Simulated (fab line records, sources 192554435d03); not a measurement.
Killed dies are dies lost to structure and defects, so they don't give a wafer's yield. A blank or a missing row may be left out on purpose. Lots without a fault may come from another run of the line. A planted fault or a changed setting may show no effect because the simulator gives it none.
Chamber matching | flow n5_finfet | N5_BEOL_M10_CURE_71 on uv_cure-02: 3 sister chambers
The step cures SiCOH lowk, time 240 s. 27 wafers are shown with their chamber, then 12 later ones without.

WAFERS WITH THEIR CHAMBER
wafer  | chamber | wafer_temp_C_max | lamp_power_pct (%)
L075.1 | 1       | 388.2            | 52.36
L075.2 | 1       | 387.6            | 52.28
L075.6 | 1       | 387.1            | 52.32
L077.2 | 2       | 387.3            | 52.31
L077.5 | 2       | 387.2            | 52.34
L077.6 | 2       | 387.0            | 52.30
L078.1 | 1       | 387.1            | 52.34
L078.2 | 1       | 387.4            | 52.27
L078.5 | 1       | 387.3            | 52.30
L078.3 | 1       | 386.7            | 52.32
L078.4 | 1       | 387.4            | 52.32
L078.6 | 1       | 386.5            | 52.40
L083.3 | 2       | 387.4            | 52.39
L083.5 | 2       | 387.2            | 52.36
L083.6 | 2       | 386.7            | 52.31
L081.1 | 2       | 387.2            | 52.34
L081.4 | 2       | 386.8            | 52.40
L081.5 | 2       | 386.8            | 52.36
L082.1 | 0       | 386.9            | 52.27
L082.3 | 0       | 386.5            | 52.26
L082.4 | 0       | 386.7            | 52.34
L088.1 | 1       | 387.1            | 52.26
L088.5 | 1       | 387.4            | 52.30
L088.6 | 1       | 386.8            | 52.35
L092.1 | 0       | 386.0            | 52.30
L092.4 | 0       | 386.6            | 52.32
L092.6 | 0       | 386.7            | 52.33

SIGNATURES (means of the wafers above)
reading          | chamber 0 | chamber 1 | chamber 2 | scatter within a chamber
wafer_temp_C_max | 386.567   | 387.217   | 387.067   | 0.365
lamp_power_pct   | 52.3033   | 52.3183   | 52.3456   | 0.0371
Rule: a wafer's distance from a chamber is the root of the sum, over the readings, of the square of ((its reading less the chamber's mean) divided by the reading's scatter). The wafer belongs to the nearest chamber; if the next one is less than 2 further off, it can't be placed. The scatter: the root of (the sum of the squares of (reading less its chamber's mean) over the shown wafers, divided by (wafers less chambers)).

WAFERS WITHOUT THEIR CHAMBER
wafer  | wafer_temp_C_max | lamp_power_pct (%)
L091.1 | 386.9            | 52.27
L091.2 | 386.3            | 52.37
L091.3 | 386.7            | 52.30
L094.1 | 385.8            | 52.34
L094.5 | 388.5            | 52.32
L094.6 | 386.8            | 52.32
L095.3 | 386.0            | 52.28
L095.5 | 386.2            | 52.25
L095.6 | 386.9            | 52.36
L096.1 | 386.7            | 52.41
L096.2 | 387.6            | 52.25
L096.4 | 386.8            | 52.37

WHICH CHAMBER EACH WENT THROUGH
wafer  | from the rows above          | in truth
L091.1 | can't be placed: 0 or 1 or 2 | 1
L091.2 | can't be placed: 0 or 2 or 1 | 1
L091.3 | can't be placed: 0 or 1 or 2 | 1
L094.1 | can't be placed: 0 or 2 or 1 | 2
L094.5 | can't be placed: 1 or 2 or 0 | 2
L094.6 | can't be placed: 0 or 2 or 1 | 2
L095.3 | can't be placed: 0 or 2 or 1 | 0
L095.5 | can't be placed: 0 or 1 or 2 | 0
L095.6 | can't be placed: 2 or 1 or 0 | 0
L096.1 | can't be placed: 2 or 1 or 0 | 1
L096.2 | can't be placed: 1 or 2 or 0 | 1
L096.4 | can't be placed: 2 or 1 or 0 | 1
Placed correctly: 0 of 12. Can't be placed from these rows: 12 (the true chamber is among the candidates in 12). Placed wrongly: 0.
